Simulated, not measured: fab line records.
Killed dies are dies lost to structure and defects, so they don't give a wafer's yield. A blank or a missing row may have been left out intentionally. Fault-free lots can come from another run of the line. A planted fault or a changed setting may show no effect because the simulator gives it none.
fab line records	flow n5_finfet
[record] lots = 7	wafers = 21	last_day = 17
route steps=1938 shown HKMG_FIN@454 GATE_CUT@465 BEOL_M4@1111 PASSIVATION@1936
lots that met no fault: from a run of the same line without faults
start_h: start of the lot's first displayed wafer, in hours after the record's first day	wait_h: how many hours have passed since the lot's step before this one	" same as the row above	L1.1+2: one row covering several wafers at once	- no value, or no start was given	* or withheld: withheld	< > ~ a bound
route shown NAME@n: names a module that has steps shown in the file, with the first one's number in the route	usual: mean and standard deviation over wafers with no fault	same: alike in all rows	chamber/n: place in a boat	sites: each site's reading	_std_site: the standard deviation of these	_edge_site: mean of outer sites minus mean of inner sites	radius_mm: how far each site lies from the wafer's centre	mask NAME#n: copy n	behind: the tool/chamber that last shaped the wafer	hold: reason for holding the lot/hours on hold/outcome of the hold	device: names the non-switching transistor (n, p or np)	end of line: at the end of the route, the tests of the same wafers	step lacking rows: just its recipe	killed: not the wafer's yield, but the dies lost to structure and defects at the first sort	map: a wafer's dies, x killed, . not, _ none there
set.NAME: the run value of the setting; set.NAME@STEP: its run value at that earlier step	model.NAME: the simulator's own value behind a step, which no gauge read
a table for each step, a row for each wafer; lots at some steps of the route
services: when a tool's chamber went out of use (start_h, in hours from the record's first day, below 0 if earlier), for how many hours, and the reason
[[steps]]
[step N5_HKMG_FIN_ETCHBACK_68]
[recipe] chemistry = Cl2/Ar	stop_on = HfO2	target_depth_a = 5	pressure_mtorr = 10	icp_w = 600	bias_w = 60	Cl2_flow_sccm = 40	Ar_flow_sccm = 60
[step N5_HKMG_FIN_STRIP_69]
[recipe] chemistry = N2/H2	power_w = 2500	temp_c = 300	h2_frac = 0.65	time_s = 360	pressure_mtorr = withheld	n2_flow_sccm = 1750	h2_flow_sccm = 3250
[usual] drypump_motor_current_A = 5.7/0.56	heater_power_w = 503/32
lot.wafer	tool	chamber	start_h	wait_h	drypump_motor_current_A	heater_power_w	rf_hours_counter_h
L551.4	plasma_asher-01	0	103.97	0.2	6.5	557	-
L551.5	"	0	"	"	6.5	553	-
L551.6	"	1	"	"	6.1	510	-
L553.1	plasma_asher-02	0	113.60	0.1	4.9	513	96
L553.3	"	1	"	"	5.9	470	-
L553.6	"	0	"	"	4.9	516	-
L560.2	plasma_asher-01	1	156.93	0.1	6.1	520	55
L560.3	"	0	"	"	6.5	557	-
L560.5	"	1	"	"	6.1	508	-
L561.2	plasma_asher-02	0	163.24	0.1	4.9	484	106
L561.3	"	0	"	"	5.0	505	-
L561.6	"	1	"	"	5.8	462	-
L562.1	plasma_asher-02	1	169.98	0.1	5.9	463	108
L562.3	"	0	"	"	4.9	523	-
L562.5	"	1	"	"	5.8	461	-
L566.1	plasma_asher-02	0	193.60	0.1	5.0	498	112
L566.4	"	0	"	"	5.0	522	-
L566.6	"	0	"	"	5.0	501	-
L567.2	plasma_asher-02	0	200.23	0.2	4.9	503	114
L567.3	"	0	"	"	4.9	503	-
L567.6	"	1	"	"	5.8	456	-
[step N5_HKMG_FIN_ALD_21]
[recipe] material = TiN	target_thk_a = 15	temp_c = 400	ald_precursor_family = TiCl4	ald_co_reactant = NH3	pulse_time_s = 1	purge_time_s = 3	co_reactant_purge_time_s = 2	co_reactant_pulse_time_s = 2	ald_cycles = 68	pressure_torr = 3
[usual] heater_power_w = 858/120	precursor_pulse_height_rel = 1.000/0.021	susceptor_temp_C = 399.98/0.23
[same] pulse_time_s = 1
lot.wafer	tool	chamber	start_h	wait_h	heater_power_w	precursor_pulse_height_rel	since_wet_clean_h	susceptor_temp_C
L551.4	ald_metal-03	3	104.23	0.1	1041	0.970	1306	400.05
L551.5	"	2	"	"	840	1.006	-	399.92
L551.6	"	3	"	"	1066	0.982	-	400.05
L553.1	ald_metal-02	3	113.99	0.3	1100	1.028	5931	400.00
L553.3	"	1	"	"	784	0.986	5931	400.03
L553.6	"	3	"	"	1089	1.007	-	400.45
L560.2	ald_metal-02	3	157.31	0.3	1108	0.997	5974	400.02
L560.3	"	1	"	"	758	0.964	5974	400.34
L560.5	"	2	"	"	713	0.956	-	400.18
L561.2	ald_metal-02	0	163.63	0.3	871	1.018	5980	399.95
L561.3	"	1	"	"	791	1.001	5980	399.59
L561.6	"	1	"	"	785	0.983	-	400.00
L562.1	ald_metal-02	2	170.37	0.3	707	0.999	5987	400.09
L562.3	"	1	"	"	766	1.008	5987	400.17
L562.5	"	3	"	"	1114	1.032	-	399.29
L566.1	ald_metal-03	0	193.99	0.3	828	1.016	1395	399.67
L566.4	"	1	"	"	888	0.991	1395	400.09
L566.6	"	0	"	"	824	0.982	-	400.16
L567.2	ald_metal-02	2	200.62	0.3	705	0.994	6017	399.89
L567.3	"	3	"	"	1118	0.990	6017	399.66
L567.6	"	3	"	"	1092	1.014	-	399.76
[step N5_HKMG_FIN_ALD_72]
[recipe] material = W	target_thk_a = 20	temp_c = 300	pressure_torr = 7.5	ald_precursor_family = WF6	ald_co_reactant = B2H6	pulse_time_s = 1	purge_time_s = 2	co_reactant_purge_time_s = 2	co_reactant_pulse_time_s = 3	ald_cycles = 7
[step N5_HKMG_FIN_W_FILL_22]
[recipe] material = W	target_thk_a = 600	temp_c = 400	pressure_torr = 39.4	time_s = 18.2
[step N5_HKMG_FIN_PRECLEAN_83]
[recipe] chemistry = DIW	time_s = 57.5	temp_c = 23
[step N5_HKMG_FIN_SRD_84]
[recipe] dry_time_s = 32	dry = n2_spin	spin_rpm = 1500
[step N5_HKMG_FIN_CMP_23]
[recipe] stop_on = SiNx	t_overpolish_s = 10	post_cmp_clean = rinse_only	down_force_psi = 4	platen_rpm = 50.289	pad_velocity_m_s = 1.0006	target_thk_nm = 46.326
[usual] head_pressure_psi = 4.000/0.008	motor_current_A = 12.4/1.4	overpolish_run_s = 9.9/0.39	time_to_endpoint_s = 12/3.4
lot.wafer	tool	chamber	start_h	wait_h	head_pressure_psi	motor_current_A	overpolish_run_s	time_to_endpoint_s
L551.4	cmp-03	2	105.00	0.3	3.990	11.9	10.0	12
L551.6	"	3	"	"	4.004	16.2	10.0	7
L551.5	"	0	"	"	3.995	12.2	10.0	10
L553.3	cmp-04	2	114.60	0.1	4.000	12.9	10.0	17
L553.1	"	0	"	"	3.990	11.6	10.0	15
L553.6	"	1	"	"	3.988	11.7	10.0	16
L560.3	cmp-01	3	158.00	0.2	3.981	12.9	10.0	15
L560.2	"	0	"	"	3.995	11.1	10.0	7
L560.5	"	2	"	"	4.006	13.9	10.0	10
L561.2	cmp-04	1	164.16	0.0	4.003	12.1	10.0	9
L561.3	"	2	"	"	4.000	12.2	10.0	14
L561.6	"	1	"	"	3.996	11.6	10.0	10
L562.1	cmp-04	0	171.06	0.2	3.986	11.2	10.0	13
L562.3	"	1	"	"	3.994	11.7	10.0	12
L562.5	"	2	"	"	4.007	12.5	10.0	18
L566.4	cmp-04	1	194.60	0.1	4.007	11.4	10.0	12
L566.1	"	2	"	"	4.012	12.4	10.0	18
L566.6	"	1	"	"	4.001	10.5	10.0	13
L567.3	cmp-04	2	201.15	0.0	4.004	13.2	9.3	19
L567.2	"	0	"	"	3.988	11.0	10.0	11
L567.6	"	3	"	"	3.997	13.4	10.0	12
[step N5_HKMG_FIN_CMP_94]
[recipe] stop_on = SiNx	post_cmp_clean = w_dilute_nh4oh	t_overpolish_s = 4.7	down_force_psi = 4	platen_rpm = 50.289	pad_velocity_m_s = 1.0006	target_thk_nm = 43.299
[usual] head_pressure_psi = 4.000/0.0078	motor_current_A = 12.4/1.4
lot.wafer	tool	chamber	start_h	wait_h	head_pressure_psi	motor_current_A
L551.4	cmp-03	2	105.33	0.2	4.001	11.3
L551.6	"	3	"	"	3.984	16.1
L551.5	"	0	"	"	4.005	12.6
L553.3	cmp-04	2	115.03	0.3	4.003	12.2
L553.1	"	0	"	"	3.993	11.5
L553.6	"	1	"	"	4.004	11.0
L560.3	cmp-01	3	158.38	0.3	3.996	12.2
L560.2	"	0	"	"	4.002	10.2
L560.5	"	2	"	"	3.995	13.0
L561.2	cmp-04	1	164.64	0.4	4.000	11.6
L561.3	"	2	"	"	4.007	12.8
L561.6	"	1	"	"	4.003	11.4
L562.1	cmp-04	0	171.44	0.3	4.002	11.4
L562.3	"	1	"	"	4.004	11.3
L562.5	"	2	"	"	3.996	13.0
L566.4	cmp-04	1	195.03	0.4	4.011	11.1
L566.1	"	2	"	"	3.988	13.0
L566.6	"	1	"	"	4.006	11.1
L567.3	cmp-04	2	201.63	0.4	4.002	12.3
L567.2	"	0	"	"	3.999	11.2
L567.6	"	3	"	"	4.008	13.1
[step N5_HKMG_FIN_INSPECT_28]
[recipe] inspect_instrument = darkfield	mode = post_cmp
[usual] raw_defect_count = 43/21
lot.wafer	tool	chamber	start_h	wait_h	raw_defect_count
L551.4	defect_inspect-02	-	105.47	0.0	50
L551.5	"	-	"	"	48
L551.6	"	-	"	"	72
L553.1	defect_inspect-02	-	115.24	0.0	56
L553.3	"	-	"	"	23
L553.6	"	-	"	"	30
L560.2	defect_inspect-02	-	158.56	0.0	49
L560.3	"	-	"	"	36
L560.5	"	-	"	"	48
L561.2	defect_inspect-01	-	164.93	0.0	43
L561.3	"	-	"	"	53
L561.6	"	-	"	"	42
L562.1	defect_inspect-02	-	171.61	0.0	57
L562.3	"	-	"	"	38
L562.5	"	-	"	"	32
L566.1	defect_inspect-01	-	195.24	0.0	23
L566.4	"	-	"	"	11
L566.6	"	-	"	"	29
L567.2	defect_inspect-01	-	201.86	0.0	68
L567.3	"	-	"	"	96
L567.6	"	-	"	"	102
[step N5_GATE_CUT_ETCHBACK_00]
[recipe] chemistry = SF6/Cl2	target = W	pressure_mtorr = 8	icp_w = 900	bias_w = 80	SF6_flow_sccm = 40	Cl2_flow_sccm = 60
[step N5_GATE_CUT_ETCH_56]
[recipe] chemistry = Cl2/Ar	target = TiN	target_depth_a = 216	pressure_mtorr = 10	icp_w = 600	bias_w = 60	Cl2_flow_sccm = 40	Ar_flow_sccm = 60
[usual] drypump_motor_current_A = 5.8/0.44	mfc_cl2_sccm = 40.00/0.12	oes_product_au = 0.73/0.11	rf_fwd_power_W = 594.9/2.7	throttle_valve_pct = 20.6/0.37
lot.wafer	tool	chamber	start_h	wait_h	drypump_motor_current_A	mfc_cl2_sccm	oes_product_au	rf_fwd_power_W	rf_hours_counter_h	throttle_valve_pct
L551.4	rie_metal-01	0	105.66	0.1	5.8	39.99	0.88	596.4	-	20.2
L551.5	"	0	"	"	5.8	39.83	0.88	596.9	-	20.2
L551.6	"	1	"	"	5.3	39.89	0.81	595.0	-	20.6
L553.1	rie_metal-02	1	115.39	0.1	5.0	39.99	0.79	595.1	32	20.2
L553.3	"	0	"	"	5.9	40.00	0.88	593.4	-	20.2
L553.6	"	0	"	"	5.9	40.14	0.87	597.3	-	20.2
L560.2	rie_metal-02	1	158.71	0.1	5.0	30.80	0.76	596.6	35	19.1
L560.3	"	1	"	"	5.0	30.78	0.77	596.9	-	19.1
L560.5	"	0	"	"	5.9	30.80	0.82	595.4	-	19.1
L561.2	rie_metal-02	0	165.09	0.1	5.9	30.85	0.83	595.9	14	19.1
L561.3	"	0	"	"	5.9	30.83	0.82	596.0	-	19.1
L561.6	"	1	"	"	5.0	30.66	0.76	596.2	-	19.1
L562.1	rie_metal-02	0	171.76	0.1	5.9	30.70	0.82	592.2	15	19.1
L562.3	"	0	"	"	5.9	30.79	0.82	592.3	-	19.1
L562.5	"	0	"	"	5.9	30.96	0.82	594.7	-	19.1
L566.1	rie_metal-03	0	195.52	0.2	6.2	39.89	0.60	593.0	134	21.0
L566.4	"	0	"	"	6.2	40.00	0.60	590.0	-	20.9
L566.6	"	0	"	"	6.2	39.97	0.60	592.3	-	21.0
L567.2	rie_metal-01	0	202.01	0.1	5.8	39.94	0.84	597.3	23	20.2
L567.3	"	1	"	"	5.3	39.96	0.79	597.9	-	20.6
L567.6	"	1	"	"	5.3	39.82	0.78	595.8	-	20.6
[step N5_GATE_CUT_ETCHBACK_30]
[recipe] chemistry = Cl2/Ar	target = TiN	target_depth_a = 30	mode = isotropic	pressure_mtorr = 10	icp_w = 600	bias_w = 60	Cl2_flow_sccm = 40	Ar_flow_sccm = 60
[usual] drypump_motor_current_A = 5.8/0.44	mfc_cl2_sccm = 40.01/0.13	oes_product_au = 0.73/0.11	rf_fwd_power_W = 587.3/2.6	throttle_valve_pct = 20.6/0.37
lot.wafer	tool	chamber	start_h	wait_h	drypump_motor_current_A	mfc_cl2_sccm	oes_product_au	rf_fwd_power_W	rf_hours_counter_h	throttle_valve_pct
L551.4	rie_metal-01	0	105.73	0.0	5.8	40.11	0.89	589.9	-	20.2
L551.5	"	0	"	"	5.8	40.04	0.89	590.4	-	20.2
L551.6	"	1	"	"	5.3	39.87	0.81	590.3	-	20.6
L553.1	rie_metal-02	1	115.48	0.1	5.0	39.83	0.79	588.7	32	20.2
L553.3	"	0	"	"	5.9	40.01	0.87	589.4	-	20.2
L553.6	"	0	"	"	5.9	40.08	0.87	586.2	-	20.2
L560.2	rie_metal-02	1	158.80	0.1	5.0	39.89	0.78	584.3	35	20.3
L560.3	"	1	"	"	5.0	39.76	0.79	585.2	-	20.2
L560.5	"	0	"	"	5.9	40.15	0.85	585.0	-	20.2
L561.2	rie_metal-02	0	165.18	0.1	5.9	39.99	0.86	588.8	14	20.2
L561.3	"	0	"	"	5.9	39.96	0.85	588.2	-	20.2
L561.6	"	1	"	"	5.0	40.08	0.77	587.2	-	20.2
L562.1	rie_metal-02	0	171.85	0.1	5.9	40.04	0.84	586.5	15	20.2
L562.3	"	0	"	"	5.9	40.04	0.84	582.2	-	20.2
L562.5	"	0	"	"	5.9	39.82	0.84	582.5	-	20.2
L566.1	rie_metal-03	0	195.70	0.1	6.2	40.06	0.60	584.6	134	20.9
L566.4	"	0	"	"	6.2	39.95	0.61	586.4	-	21.0
L566.6	"	0	"	"	6.2	40.00	0.59	585.9	-	20.9
L567.2	rie_metal-01	0	202.10	0.1	5.8	40.04	0.85	592.1	23	20.2
L567.3	"	1	"	"	5.3	40.04	0.79	587.8	-	20.6
L567.6	"	1	"	"	5.3	40.07	0.79	588.6	-	20.6
[step N5_BEOL_M4_RC_MEAS_101]
[usual] DIBL_N = 36.2/2	DIBL_P = 36.1/2.4	IOFF_N = 0.16/0.035	IOFF_P = 0.22/0.041	ION_N = 675/14	ION_P = 465/8.6	SS_N = 71.5/0.64	SS_P = 73.2/0.76	VT_N = 250/3.9	VT_P = -249/3.4
lot.wafer	tool	chamber	start_h	wait_h	DIBL_N[mV/V]	DIBL_P[mV/V]	IOFF_N[nA/um]	IOFF_P[nA/um]	ION_N[uA/um]	ION_P[uA/um]	SS_N[mV/dec]	SS_P[mV/dec]	VT_N[mV]	VT_P[mV]
L551.4	prober-02	0	199.60	0.5	34.2	33.6	0.11	0.15	656	453	71.0	72.7	256	-254
L551.5	"	0	"	"	31.8	32.2	0.08	0.14	638	450	70.5	72.5	260	-257
L551.6	"	0	"	"	34.7	35.2	0.12	0.17	657	455	70.5	72.9	253	-252
L553.1	prober-01	0	205.99	0.0	37.3	37.2	0.18	0.24	675	465	72.0	73.2	247	-249
L553.3	"	0	"	"	35.4	36.0	0.14	0.23	678	473	71.4	73.2	252	-247
L553.6	"	0	"	"	35.6	36.1	0.15	0.23	677	464	71.3	73.7	250	-247
L560.2	prober-01	0	256.02	0.2	36.8	37.7	0.16	0.23	687	467	72.1	73.8	248	-248
L560.3	"	0	"	"	40.6	41.0	0.24	0.29	693	469	72.9	73.8	243	-247
L560.5	"	0	"	"	39.8	40.7	0.21	0.27	682	468	72.6	74.4	248	-247
L561.2	prober-01	0	262.41	0.2	37.3	35.4	0.16	0.21	664	455	71.4	73.5	249	-248
L561.3	"	0	"	"	34.5	33.3	0.13	0.19	674	474	71.1	72.5	249	-247
L561.6	"	0	"	"	36.0	34.2	0.14	0.19	682	467	70.9	73.3	250	-250
L562.1	prober-02	0	264.19	0.0	36.1	36.4	0.16	0.22	680	467	71.8	72.4	249	-249
L562.3	"	0	"	"	38.4	39.1	0.21	0.26	705	477	72.2	74.0	245	-246
L562.5	"	0	"	"	40.5	41.2	0.26	0.30	701	474	73.4	74.6	243	-246
L566.1	prober-02	0	293.08	0.0	37.7	38.8	0.20	0.26	680	471	71.8	73.9	249	-249
L566.4	"	0	"	"	38.1	37.5	0.18	0.22	685	469	72.8	73.9	251	-250
L566.6	"	0	"	"	34.9	35.0	0.14	0.18	665	457	71.4	73.3	254	-252
L567.2	prober-02	0	297.49	0.2	38.8	36.9	0.20	0.25	691	469	72.0	74.3	245	-247
L567.3	"	0	"	"	32.2	28.9	0.08	0.14	657	455	70.4	71.8	261	-254
L567.6	"	0	"	"	36.7	33.0	0.15	0.19	660	458	71.9	72.6	251	-251
[step N5_PASSIVATION_PROBE_49]
[usual] defect_limited_yield = 91.1/1.4	killed_at_M0_to_M3 = 36/9.9	killed_at_M4_up = 13/5.8	killed_at_contacts = 14/5.9	killed_at_front_end = 39/11	killed_at_other = 3.4/2.9	killed_dies = 105/17	killed_open = 70/13	killed_short = 34/7.3	sort_bin_5_function = 5.3/1	sort_bin_6_memory = 3.3/0.62	sort_bin_8_speed = 0.01/0.057	sort_n_pass = 1075/17	sort_yield_pct = 91.1/1.4
[same] gross_dies = 1180	killed_at_back_side = 0	sort_bin_4_leakage[%] = 0
lot.wafer	tool	chamber	start_h	wait_h	defect_limited_yield[%]	killed_at_M0_to_M3	killed_at_M4_up	killed_at_contacts	killed_at_front_end	killed_at_other	killed_dies	killed_open	killed_short	sort_bin_5_function[%]	sort_bin_6_memory[%]	sort_bin_8_speed[%]	sort_n_pass	sort_yield_pct[%]
L561.2	prober-02	-	384.63	0.1	91.7	30	13	19	36	0	98	67	29	4.5	3.6	0	1082	91.7
L561.3	prober-02	-	384.68	0.1	93.6	21	8	13	32	2	76	54	20	4.1	2.3	0	1104	93.6
L561.6	prober-02	-	384.83	0.3	92.8	32	11	9	28	5	85	56	28	4.3	2.6	0	1095	92.8
// killed by level:class
L561.2 MOL_CONTACT_COAG:geometric_particle:open=17 FIN_SAQP:geometric_particle:open=9 BEOL_M0_SAQP:geometric_particle:short=9 BEOL_M0_SAQP:geometric_particle:open=9 FIN_SAQP:geometric_particle:short=6 BEOL_M2:geometric_particle:open=6 BEOL_M3:geometric_particle:open=4 BEOL_M8:geometric_particle:open=4
L561.3 MOL_CONTACT_COAG:geometric_particle:open=10 FIN_SAQP:geometric_particle:open=8 DUMMY_GATE:geometric_particle:open=5 BEOL_M0_SAQP:geometric_particle:open=5 BEOL_M0_SAQP:geometric_particle:short=5 STI_FIN_REVEAL:geometric_particle:open=4 FIN_SAQP:geometric_particle:short=3 MOL_CONTACT_COAG:geometric_particle:short=3
L561.6 BEOL_M0_SAQP:geometric_particle:short=9 DUMMY_GATE:geometric_particle:open=8 MOL_CONTACT_COAG:geometric_particle:open=8 BEOL_M0_SAQP:geometric_particle:open=7 BEOL_M2:geometric_particle:open=7 ILD0:geometric_particle:open=5 BEOL_M2:geometric_particle:short=4 STARTING-WAFER:geometric_particle:short=4
[[services]]
tool	chamber	start_h	hours	kind
rie_metal-01	-	86.54	1.4	repair
cmp-04	-	92.15	0.5	repair
cmp-01	-	96.48	1.3	repair
rie_metal-03	-	99.43	1.4	pm
cmp-01	-	108.08	1.0	repair
cmp-01	-	114.21	6.9	pm
cmp-04	-	129.60	4.0	pm
ald_metal-03	3	132.59	21.6	repair
cmp-03	-	133.53	0.3	repair
cmp-04	-	133.60	-	consumable_replace:conditioner
cmp-04	-	133.60	-	consumable_replace:pad
cmp-04	-	137.12	8.7	pm
rie_metal-02	-	141.79	1.4	pm
ald_metal-03	-	156.16	2.8	pm
ald_metal-03	0	162.74	13.9	repair
cmp-04	-	171.79	2.0	repair
ald_metal-03	-	175.90	0.4	repair
cmp-01	-	181.28	0.8	repair
rie_metal-03	1	187.47	-	clean
rie_metal-03	1	187.47	24.5	scheduled_down
rie_metal-03	1	187.47	24.5	vent_cycle
cmp-04	-	188.62	1.3	repair
cmp-04	-	191.40	0.7	repair
cmp-01	-	199.65	4.0	pm
[[key]]
[first_sign] step = N5_GATE_CUT_ETCH_56	reading = mfc_cl2_sccm	direction = down	sigmas = 74	usual = 40.00	struck = 30.80
[effect] step = N5_GATE_CUT_ETCH_56	reading = throttle_valve_pct	direction = down	sigmas = 4.1	usual = *	struck = *
met_at N5_GATE_CUT_ETCH_56
struck_wafers L560.2,L560.3,L560.5,L561.2,L561.3,L561.6,L562.1,L562.3,L562.5
onset_between 115.39 158.71
[fault] kind = process_parameter_drift	tool = rie_metal-02	chamber = -	onset_h = 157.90	steps = N5_GATE_CUT_ETCH_56	channel = Cl2_flow_sccm	offset = -9.1871	shape = step	end_h = 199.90	acts_in = these_recipes_only	stated = 40
